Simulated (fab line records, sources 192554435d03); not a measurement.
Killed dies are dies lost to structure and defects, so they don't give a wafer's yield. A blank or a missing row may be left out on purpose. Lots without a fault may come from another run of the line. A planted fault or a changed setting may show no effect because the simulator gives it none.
Which tool did it? | flow n5_finfet | 9 lots, 27 wafers sampled, at 6 steps of a route of 1938

WHAT THE GAUGES READ, wafer by wafer
N5_BEOL_M2_THK_MEAS_01. Usual: M2_ILD_THK 79.1 nm, standard deviation 1.3.
lot  | measured     | on            | M2_ILD_THK (nm) | flag
L487 | day 7 01:00  | film_metro-01 | 78.7 79.9 79.4  |
L494 | day 8 17:11  | film_metro-01 | 77.9 80.0 80.5  |
L496 | day 9 03:35  | film_metro-02 | 80.2 81.8 82.2  |
L500 | day 9 21:54  | film_metro-01 | 95.0 94.6 95.6  | OFF
L503 | day 10 21:47 | film_metro-02 | 77.8 77.3 80.3  |
L504 | day 10 23:14 | film_metro-01 | 78.7 79.1 79.6  |
L505 | day 11 03:56 | film_metro-02 | 78.5 79.5 78.3  |
L507 | day 11 14:39 | film_metro-01 | 79.5 77.9 81.1  |
L508 | day 12 03:11 | film_metro-01 | 79.0 78.6 79.4  |

N5_BEOL_M4_RC_MEAS_101. Usual: DIBL_N 37.3 mV/V, standard deviation 2.3; DIBL_P 37.4 mV/V, standard deviation 2.9; IOFF_N 0.18 nA/um, standard deviation 0.045; IOFF_P 0.25 nA/um, standard deviation 0.054; ION_N 679 uA/um, standard deviation 15; ION_P 468 uA/um, standard deviation 9.7; SS_N 71.8 mV/dec, standard deviation 0.62; SS_P 73.6 mV/dec, standard deviation 0.76; VT_N 248 mV, standard deviation 4.1; VT_P -248 mV, standard deviation 3.6.
lot  | measured     | on        | DIBL_N (mV/V)  | DIBL_P (mV/V)  | IOFF_N (nA/um) | IOFF_P (nA/um) | ION_N (uA/um) | ION_P (uA/um) | SS_N (mV/dec)  | SS_P (mV/dec)  | VT_N (mV)   | VT_P (mV)      | flag
L487 | day 8 14:34  | prober-01 | 36.8 36.2 37.5 | 37.7 35.5 37.9 | 0.16 0.14 0.17 | 0.26 0.24 0.28 | 687 669 689   | 483 466 482   | 72.0 71.4 71.9 | 74.3 73.4 73.8 | 247 251 246 | -246 -245 -246 |
L494 | day 10 00:09 | prober-02 | 40.4 38.3 38.9 | 39.5 36.6 38.0 | 0.25 0.18 0.20 | 0.31 0.26 0.27 | 708 667 701   | 483 464 481   | 72.6 71.1 72.2 | 74.4 73.6 73.5 | 242 246 245 | -243 -245 -245 |
L496 | day 10 19:53 | prober-01 | 36.9 32.6 36.2 | 38.9 32.7 38.4 | 0.18 0.11 0.19 | 0.25 0.16 0.25 | 673 675 692   | 462 461 472   | 72.5 70.8 72.3 | 73.3 72.4 73.1 | 247 258 246 | -249 -254 -246 |
L500 | day 11 02:22 | prober-01 | 38.6 37.7 35.2 | 39.5 38.2 35.6 | 0.19 0.17 0.12 | 0.26 0.25 0.21 | 668 683 647   | 457 469 448   | 72.1 72.4 72.0 | 74.2 73.5 74.0 | 248 248 253 | -251 -251 -252 |
L503 | day 12 06:49 | prober-01 | 38.4 36.5 37.4 | 39.6 37.6 38.9 | 0.22 0.18 0.21 | 0.29 0.25 0.28 | 672 695 703   | 459 473 474   | 73.0 71.3 71.7 | 74.3 74.1 74.2 | 248 248 245 | -246 -246 -244 |
L504 | day 12 10:14 | prober-01 | 38.1 39.1 36.4 | 38.7 39.5 35.6 | 0.18 0.20 0.16 | 0.23 0.24 0.19 | 679 674 685   | 459 458 465   | 72.0 71.9 71.9 | 73.5 73.8 73.0 | 246 246 249 | -250 -250 -252 |
L505 | day 12 10:40 | prober-02 | 39.6 41.1 36.8 | 38.4 40.5 33.9 | 0.19 0.23 0.14 | 0.25 0.32 0.17 | 683 682 653   | 464 467 449   | 71.9 73.4 71.7 | 74.1 74.8 72.3 | 248 246 255 | -251 -244 -253 |
L507 | day 13 07:53 | prober-02 | 40.7 35.8 39.5 | 41.8 35.6 41.2 | 0.23 0.14 0.22 | 0.30 0.20 0.28 | 679 662 677   | 467 462 464   | 72.8 71.7 73.2 | 73.9 73.1 74.6 | 244 252 246 | -248 -252 -249 |
L508 | day 13 12:40 | prober-01 | 38.2 38.9 34.8 | 37.6 41.0 34.9 | 0.17 0.22 0.12 | 0.22 0.31 0.19 | 663 688 654   | 455 470 460   | 72.4 72.6 71.5 | 73.6 74.6 73.9 | 254 244 257 | -252 -246 -251 |

WHICH TOOL RAN EACH LOT (tool, then ch and the chambers of the sampled wafers, then the start)
lot  | N5_BEOL_M1_SPUTTER_94        | N5_BEOL_M1_ANNEAL_95         | N5_BEOL_M2_ILD_DEP_00           | N5_BEOL_M2_PECVD_72
L487 | pvd_sputter-01, day 6 23:34  | pvd_sputter-01, day 6 23:38  | pecvd-02 ch 0,1, day 7 00:56    | pecvd-01 ch 0,2, day 7 01:02
L494 | pvd_sputter-01, day 8 14:37  | pvd_sputter-01, day 8 14:41  | pecvd-01 ch 0,1, day 8 17:07    | pecvd-02 ch 1,2, day 8 17:13
L496 | pvd_sputter-01, day 9 02:07  | pvd_sputter-01, day 9 02:11  | pecvd-02 ch 0,1, day 9 03:31    | pecvd-03 ch 0,1,2, day 9 03:37
L500 | pvd_sputter-01, day 9 20:28  | pvd_sputter-01, day 9 20:33  | pecvd-02 ch 0,1,2, day 9 21:51  | pecvd-01 ch 0,1, day 9 21:57
L503 | pvd_sputter-03, day 10 20:23 | pvd_sputter-03, day 10 20:28 | pecvd-03 ch 0,2, day 10 21:43   | pecvd-01 ch 1,2, day 10 21:49
L504 | pvd_sputter-01, day 10 21:46 | pvd_sputter-01, day 10 21:51 | pecvd-01 ch 0,1,2, day 10 23:10 | pecvd-03 ch 0,1,2, day 10 23:16
L505 | pvd_sputter-01, day 11 00:58 | pvd_sputter-01, day 11 01:02 | pecvd-03 ch 0,1,2, day 11 03:53 | pecvd-02 ch 0,1,2, day 11 03:59
L507 | pvd_sputter-02, day 11 13:14 | pvd_sputter-02, day 11 13:19 | pecvd-03 ch 0,2, day 11 14:34   | pecvd-01 ch 1,2, day 11 14:41
L508 | pvd_sputter-03, day 12 01:47 | pvd_sputter-03, day 12 01:52 | pecvd-03 ch 1,2, day 12 03:07   | pecvd-02 ch 1,2, day 12 03:14
- N5_BEOL_M1_SPUTTER_94: material Cu, target thk 4.5 nm, time 8.29 s.
- N5_BEOL_M1_ANNEAL_95: time 240 s.
- N5_BEOL_M2_ILD_DEP_00: deposits SiOC from DEMS/O2, target thk 79 nm, time 15.3 s.
- N5_BEOL_M2_PECVD_72: deposits SiO2 from TEOS/O2, target thk 16 nm, time 18 s.

WHAT THE TOOLS THEMSELVES READ (means of the sampled wafers that have a number; where no wafer has one, the mark that the record gives instead)
N5_BEOL_M1_SPUTTER_94. Usual: chamber_pressure_pa 0.06998 Pa, standard deviation 0.00015; susceptor_temp_C -19.99 C, standard deviation 0.11; throttle_valve_pct 29.8 %, standard deviation 1.1.
lot  | tool           | chamber_pressure_pa (Pa) | susceptor_temp_C (C) | throttle_valve_pct (%) | flag
L487 | pvd_sputter-01 | 0.06993                  | -19.96               | 28.9                   |
L494 | pvd_sputter-01 | 0.07008                  | -19.91               | 29.5                   |
L496 | pvd_sputter-01 | 0.07007                  | -20.09               | 30.5                   |
L500 | pvd_sputter-01 | 0.07005                  | -19.95               | 30.7                   |
L503 | pvd_sputter-03 | 0.06999                  | -19.96               | 29.6                   |
L504 | pvd_sputter-01 | 0.07003                  | -19.89               | 30.1                   |
L505 | pvd_sputter-01 | 0.06999                  | -20.00               | 30.2                   |
L507 | pvd_sputter-02 | 0.06989                  | -19.96               | 29.8                   |
L508 | pvd_sputter-03 | 0.06991                  | -20.08               | 29.5                   |

N5_BEOL_M1_ANNEAL_95. Usual: heater_power_w 817 W, standard deviation 84; susceptor_temp_C 400.01 C, standard deviation 0.21.
lot  | tool           | heater_power_w (W) | susceptor_temp_C (C) | flag
L487 | pvd_sputter-01 | 871                | 400.30               |
L494 | pvd_sputter-01 | 870                | 400.01               |
L496 | pvd_sputter-01 | 855                | 399.75               |
L500 | pvd_sputter-01 | 868                | 399.98               |
L503 | pvd_sputter-03 | 838                | 400.03               |
L504 | pvd_sputter-01 | 884                | 399.92               |
L505 | pvd_sputter-01 | 870                | 400.10               |
L507 | pvd_sputter-02 | 709                | 399.96               |
L508 | pvd_sputter-03 | 828                | 399.94               |

N5_BEOL_M2_ILD_DEP_00. Usual: heater_power_w 443 W, standard deviation 63; showerhead_plenum_p_Torr 5.694 Torr, standard deviation 0.022; showerhead_vpp_V 1336 V, standard deviation 77; susceptor_temp_C 350.00 C, standard deviation 0.19; throttle_valve_pct 12.0 %, standard deviation 1.2.
lot  | tool     | heater_power_w (W) | showerhead_plenum_p_Torr (Torr) | showerhead_vpp_V (V) | susceptor_temp_C (C) | throttle_valve_pct (%) | flag
L487 | pecvd-02 | 388                | 5.717                           | 1341                 | 349.95               | 12.7                   |
L494 | pecvd-01 | 486                | 5.720                           | 1288                 | 350.14               | 12.0                   |
L496 | pecvd-02 | 398                | 5.711                           | 1345                 | 350.03               | 12.8                   |
L500 | pecvd-02 | 420                | 5.697                           | 1320                 | 349.92               | 11.9                   |
L503 | pecvd-03 | 412                | 5.705                           | 1374                 | 349.90               | 12.8                   |
L504 | pecvd-01 | 508                | 5.700                           | 1334                 | 349.88               | 11.7                   |
L505 | pecvd-03 | 445                | 5.690                           | 1354                 | 350.14               | 12.1                   |
L507 | pecvd-03 | 426                | 5.688                           | 1317                 | 350.02               | 11.9                   |
L508 | pecvd-03 | 420                | 5.672                           | 1282                 | 350.16               | 11.1                   |

N5_BEOL_M2_PECVD_72. Usual: heater_power_w 687 W, standard deviation 94; showerhead_plenum_p_Torr 8.80 Torr, standard deviation 0.1; showerhead_vpp_V 1261 V, standard deviation 68; susceptor_temp_C 400.03 C, standard deviation 0.21; throttle_valve_pct 22.8 %, standard deviation 2.
lot  | tool     | heater_power_w (W) | showerhead_plenum_p_Torr (Torr) | showerhead_vpp_V (V) | susceptor_temp_C (C) | throttle_valve_pct (%) | flag
L487 | pecvd-01 | 729                | 8.76                            | 1263                 | 400.15               | 23.9                   |
L494 | pecvd-02 | 605                | 8.84                            | 1223                 | 400.26               | 23.9                   |
L496 | pecvd-03 | 649                | 8.74                            | 1275                 | 400.03               | 22.2                   |
L500 | pecvd-01 | 749                | 8.90                            | 1210                 | 399.86               | 22.7                   |
L503 | pecvd-01 | 773                | 8.72                            | 1303                 | 399.75               | 21.5                   |
L504 | pecvd-03 | 627                | 8.74                            | 1279                 | 400.14               | 22.4                   |
L505 | pecvd-02 | 635                | 8.79                            | 1242                 | 399.99               | 22.5                   |
L507 | pecvd-01 | 706                | 8.71                            | 1302                 | 400.03               | 21.7                   |
L508 | pecvd-02 | 621                | 8.84                            | 1223                 | 400.02               | 24.0                   |

THE ANSWER, worked out from the rows above alone
Rule: a lot is off if the mean of its wafers that have a number lies more than 3 standard deviations from the usual mean. A lot without any number at a reading at which 4 lots or more have one is off too. The other lots that the step has rows for count as sound. The gauges are gone through in route order, then the tools' own readings, and for those a lot's mean is taken as printed above. The first step at which some lot is off is used, and at that step the reading that is off furthest; a lot without a number counts as furthest.
Off: L500, at N5_BEOL_M2_THK_MEAS_01 (M2_ILD_THK).
A tool fits if, at a process step before that reading, it ran every lot that is off, and no sound lot after the first of them. The gauges at N5_BEOL_M2_THK_MEAS_01 are tried like those tools. One fits: pecvd-02 at N5_BEOL_M2_ILD_DEP_00. Its last sound lot is L496 (day 9 03:31), its first lot that is off L500 (day 9 21:51): a fault that began between those two fits.

WHAT THE SIMULATOR HAD PUT IN
Process parameter drift: pecvd-02, from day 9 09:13 on, at N5_BEOL_M2_ILD_DEP_00. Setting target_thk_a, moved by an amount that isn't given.
Lots struck among those shown: L500. The rule above found the same.
